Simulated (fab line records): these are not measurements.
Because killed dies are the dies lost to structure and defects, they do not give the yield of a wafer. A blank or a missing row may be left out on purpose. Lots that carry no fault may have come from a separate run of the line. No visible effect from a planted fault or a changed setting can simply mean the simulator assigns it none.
Chamber matching	flow n5Finfet	4 sister chambers for N5_BEOL_M2_ETCH_77 on rieDiel-05
The step etches underlayer in N2/H2, target depth 6.5 nm, time 5.2 s. 18 wafers are shown with their chamber, then 9 later ones without.

## WAFERS, EACH WITH ITS CHAMBER
wafer	chamber	drypumpMotorCurrentA (A)	throttleValvePct (%)	showerheadPlenumPTorr (Torr)
L074.3	0	5.7	17.30	2.67
L074.4	1	6.2	18.04	2.73
L074.5	1	6.2	18.03	2.73
L077.2	2	5.8	17.70	2.60
L077.3	1	6.2	18.06	2.73
L077.6	0	5.7	17.31	2.67
L075.1	1	6.2	18.04	2.73
L075.4	0	5.7	17.33	2.67
L075.5	1	6.2	18.08	2.73
L079.2	0	5.7	17.31	2.67
L079.3	2	5.8	17.73	2.59
L079.4	3	6.7	17.47	2.69
L081.1	2	5.7	17.74	2.59
L081.2	0	5.7	17.33	2.66
L081.6	0	5.7	17.33	2.66
L083.1	2	5.8	17.73	2.59
L083.2	3	6.7	17.45	2.68
L083.5	2	5.8	17.75	2.59

SIGNATURES (means of the wafers above)
reading	chamber 0	chamber 1	chamber 2	chamber 3	scatter within a chamber
drypumpMotorCurrentA	5.700	6.200	5.780	6.700	0.0239
throttleValvePct	17.3183	18.0500	17.7300	17.4600	0.0171
showerheadPlenumPTorr	2.6667	2.7300	2.5920	2.6850	0.00434
Rule: for each reading, subtract the chamber's mean from the wafer's reading, divide by that reading's scatter and square the result; add these up over the readings and take the root, which gives the wafer's distance from the chamber. The wafer belongs to the nearest chamber; if the next one is less than 2 further off, it can't be placed. The scatter is the square root of a quotient: the sum, over the shown wafers, of each reading's squared deviation from its chamber's mean, divided by wafers minus chambers.

## WAFERS WITH NO CHAMBER GIVEN
wafer	drypumpMotorCurrentA (A)	throttleValvePct (%)	showerheadPlenumPTorr (Torr)
L085.2	5.8	17.73	2.59
L085.3	6.2	18.07	2.72
L085.6	5.8	17.72	2.59
L086.3	6.7	17.48	2.68
L086.5	6.7	17.45	2.68
L086.6	5.8	17.76	2.59
L097.2	6.2	18.13	2.71
L097.3	5.8	17.79	2.58
L097.6	5.8	17.79	2.58

## EACH ONE'S CHAMBER
wafer	from the rows above	in truth
L085.2	2	2
L085.3	1	1
L085.6	2	2
L086.3	3	3
L086.5	3	3
L086.6	2	2
L097.2	1	1
L097.3	2	2
L097.6	2	2
Correct placement for 9 of the 9. Not placeable from these rows: 0. Number placed wrongly: 0.
